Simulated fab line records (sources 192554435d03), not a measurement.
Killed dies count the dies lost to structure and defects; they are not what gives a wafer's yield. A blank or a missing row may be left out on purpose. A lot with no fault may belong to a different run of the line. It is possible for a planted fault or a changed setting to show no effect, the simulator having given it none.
Matching of chambers + flow n5Finfet + 4 sister chambers for N5_BEOL_M11_STRIP_36 on rieDiel-06
The step strips in N2/H2. 16 wafers are shown with their chamber, then 8 later ones without.

## EACH WAFER AND ITS CHAMBER
| wafer  | chamber | drypumpMotorCurrentA (A) | showerheadPlenumPTorr (Torr) | throttleValvePct (%) |
|--------|---------|--------------------------|------------------------------|----------------------|
| L077.1 | 1       | 6.46                     | 2.55                         | 23.24                |
| L077.2 | 0       | 5.81                     | 2.67                         | 23.93                |
| L077.5 | 2       | 6.07                     | 2.48                         | 23.08                |
| L080.1 | 0       | 5.81                     | 2.66                         | 23.89                |
| L080.3 | 3       | 5.77                     | 2.50                         | 23.78                |
| L080.5 | 3       | 5.77                     | 2.50                         | 23.80                |
| L081.2 | 2       | 6.06                     | 2.47                         | 23.07                |
| L081.4 | 1       | 6.51                     | 2.54                         | 23.27                |
| L081.6 | 1       | 6.50                     | 2.54                         | 23.29                |
| L085.1 | 1       | 6.49                     | 2.54                         | 23.29                |
| L085.3 | 3       | 5.78                     | 2.50                         | 23.86                |
| L085.6 | 2       | 6.03                     | 2.47                         | 23.11                |
| L089.2 | 2       | 6.02                     | 2.47                         | 23.18                |
| L089.5 | 0       | 5.78                     | 2.65                         | 23.94                |
| L089.6 | 1       | 6.48                     | 2.54                         | 23.32                |
| L088.1 | 0       | 5.80                     | 2.65                         | 23.96                |

SIGNATURES, as means of the wafers listed above
| reading               | chamber 0 | chamber 1 | chamber 2 | chamber 3 | scatter within a chamber |
|-----------------------|-----------|-----------|-----------|-----------|--------------------------|
| drypumpMotorCurrentA  | 5.8000    | 6.4880    | 6.0450    | 5.7733    | 0.0179                   |
| showerheadPlenumPTorr | 2.6575    | 2.5420    | 2.4725    | 2.5000    | 0.00599                  |
| throttleValvePct      | 23.9300   | 23.2820   | 23.1100   | 23.8133   | 0.0376                   |
Rule: a wafer's distance from a chamber is the root of the sum, over the readings, of the square of ((its reading less the chamber's mean) divided by the reading's scatter). The wafer belongs to the nearest chamber; if the next one is less than 2 further off, it can't be placed. The scatter: the root of (the sum of the squares of (reading less its chamber's mean) over the shown wafers, divided by (wafers less chambers)).

## WAFERS MISSING THEIR CHAMBER
| wafer  | drypumpMotorCurrentA (A) | showerheadPlenumPTorr (Torr) | throttleValvePct (%) |
|--------|--------------------------|------------------------------|----------------------|
| L088.3 | 6.47                     | 2.54                         | 23.30                |
| L088.6 | 6.47                     | 2.54                         | 23.30                |
| L093.3 | 5.78                     | 2.65                         | 23.96                |
| L093.5 | 5.78                     | 2.65                         | 23.97                |
| L093.6 | 6.50                     | 2.54                         | 23.32                |
| L094.1 | 6.05                     | 2.46                         | 23.14                |
| L094.3 | 6.50                     | 2.53                         | 23.31                |
| L094.5 | 6.03                     | 2.46                         | 23.13                |

## WHICH CHAMBER EACH WENT THROUGH
| wafer  | from the rows above | in truth |
|--------|---------------------|----------|
| L088.3 | 1                   | 1        |
| L088.6 | 1                   | 1        |
| L093.3 | 0                   | 0        |
| L093.5 | 0                   | 0        |
| L093.6 | 1                   | 1        |
| L094.1 | 2                   | 2        |
| L094.3 | 1                   | 1        |
| L094.5 | 2                   | 2        |
Placed correctly: 8 of 8. Not placeable from these rows: 0. 0 placed wrongly.
